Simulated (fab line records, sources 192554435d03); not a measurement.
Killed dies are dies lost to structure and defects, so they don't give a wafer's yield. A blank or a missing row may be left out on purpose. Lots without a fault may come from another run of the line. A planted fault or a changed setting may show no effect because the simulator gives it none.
One fault seen from 3 desks | flow n5_finfet | each desk has only its own numbers; what lay behind them comes last

THE DEFECT DESK
What the inspections along the route counted, lot by lot: means of the sampled wafers that have a number. A lot is out of limits, marked OUT, if its mean lies more than 4 standard deviations from the usual mean; the brackets give that distance.
Columns: A = raw_defect_count at N5_MOL_CONTACT_COAG_INSPECT_97, usual 42
lot  | first seen here | A
L239 | day 6 12:08     | 47
L241 | day 7 01:09     | 53
L244 | day 7 10:59     | 23
L247 | day 8 04:43     | 35
L248 | day 8 11:07     | 28
L249 | day 8 14:23     | 59
L251 | day 9 07:05     | 51
L253 | day 9 15:21     | 43
This desk's finding: nothing out of limits on any of the 8 lots.

THE METROLOGY DESK
What the gauges read, lot by lot, whatever tool the lot ran on: means of the sampled wafers that have a number. A lot is out of limits, marked OUT, if its mean lies more than 4 standard deviations from the usual mean; the brackets give that distance. Of its 10 readings 7 are shown: those that lie furthest out on some lot.
Columns: A = DIBL_N at N5_BEOL_M4_RC_MEAS_101, usual 36.0 mV/V; B = DIBL_P at N5_BEOL_M4_RC_MEAS_101, usual 36.2 mV/V; C = IOFF_N at N5_BEOL_M4_RC_MEAS_101, usual 0.154 nA/um; D = IOFF_P at N5_BEOL_M4_RC_MEAS_101, usual 0.21 nA/um; E = ION_N at N5_BEOL_M4_RC_MEAS_101, usual 675 uA/um; F = SS_N at N5_BEOL_M4_RC_MEAS_101, usual 71.4 mV/dec; G = SS_P at N5_BEOL_M4_RC_MEAS_101, usual 73.2 mV/dec
lot  | first seen here | A    | B    | C     | D    | E   | F    | G
L239 | day 11 04:26    | 35.1 | 34.3 | 0.132 | 0.18 | 673 | 70.7 | 72.9
L241 | day 11 22:34    | 36.9 | 38.7 | 0.164 | 0.20 | 681 | 71.4 | 73.6
L244 | day 12 12:47    | 33.1 | 34.8 | 0.113 | 0.17 | 662 | 70.6 | 72.3
L249 | day 13 08:44    | 35.2 | 35.2 | 0.143 | 0.20 | 662 | 71.4 | 72.8
L247 | day 13 09:31    | 37.1 | 37.8 | 0.171 | 0.20 | 682 | 71.6 | 73.5
L248 | day 13 12:22    | 37.2 | 37.4 | 0.155 | 0.20 | 662 | 72.3 | 72.8
L251 | day 13 22:02    | 36.1 | 35.4 | 0.145 | 0.23 | 667 | 70.9 | 73.1
L253 | day 14 18:20    | 34.3 | 34.5 | 0.132 | 0.18 | 662 | 71.0 | 73.3
This desk's finding: nothing out of limits on any of the 8 lots.

THE TOOL OWNER'S DESK: pecvd-01
The tool's own readings at N5_BEOL_M0_SAQP_PECVD_03 (deposits SiCN from 3MS/NH3, target thk 12 nm, time 21.1 s): means of the sampled wafers that have a number, for each lot that ran on this tool. A lot is out of limits, marked OUT, if its mean lies more than 4 standard deviations from the usual mean; the brackets give that distance.
Columns: A = run_length_s at N5_BEOL_M0_SAQP_PECVD_03, usual 51.1 s; B = showerhead_plenum_p_Torr at N5_BEOL_M0_SAQP_PECVD_03, usual 3.667 Torr; C = throttle_valve_pct at N5_BEOL_M0_SAQP_PECVD_03, usual 9.1 %
lot  | first seen here | A              | B     | C
L239 | day 6 12:37     | 51.6           | 3.654 | 8.5
L241 | day 7 01:53     | 49.0           | 3.661 | 8.6
L244 | day 7 11:58     | 43.6 (-12) OUT | 3.673 | 7.9
This desk's finding: out of limits on L244; first on L244, day 7 11:58 (run_length_s at N5_BEOL_M0_SAQP_PECVD_03). In limits: L239, L241.

PUT TOGETHER
The tool owner's desk could have raised an alarm at day 7 11:58, on L244.
The defect desk saw nothing out of limits.
The metrology desk saw nothing out of limits.
The defect desk has L244 on record, within its limits.
The metrology desk has L244 on record, within its limits.
Of the lots named, all ran N5_BEOL_M0_SAQP_PECVD_03 on pecvd-01.

WHAT THE SIMULATOR HAD PUT IN
Process parameter drift: pecvd-01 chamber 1, from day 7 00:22 on, at N5_BEOL_M0_SAQP_PECVD_03. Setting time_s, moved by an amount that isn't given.
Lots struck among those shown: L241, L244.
Hours from the fault's start to each desk's first reading out of limits: the tool owner's desk, 12.
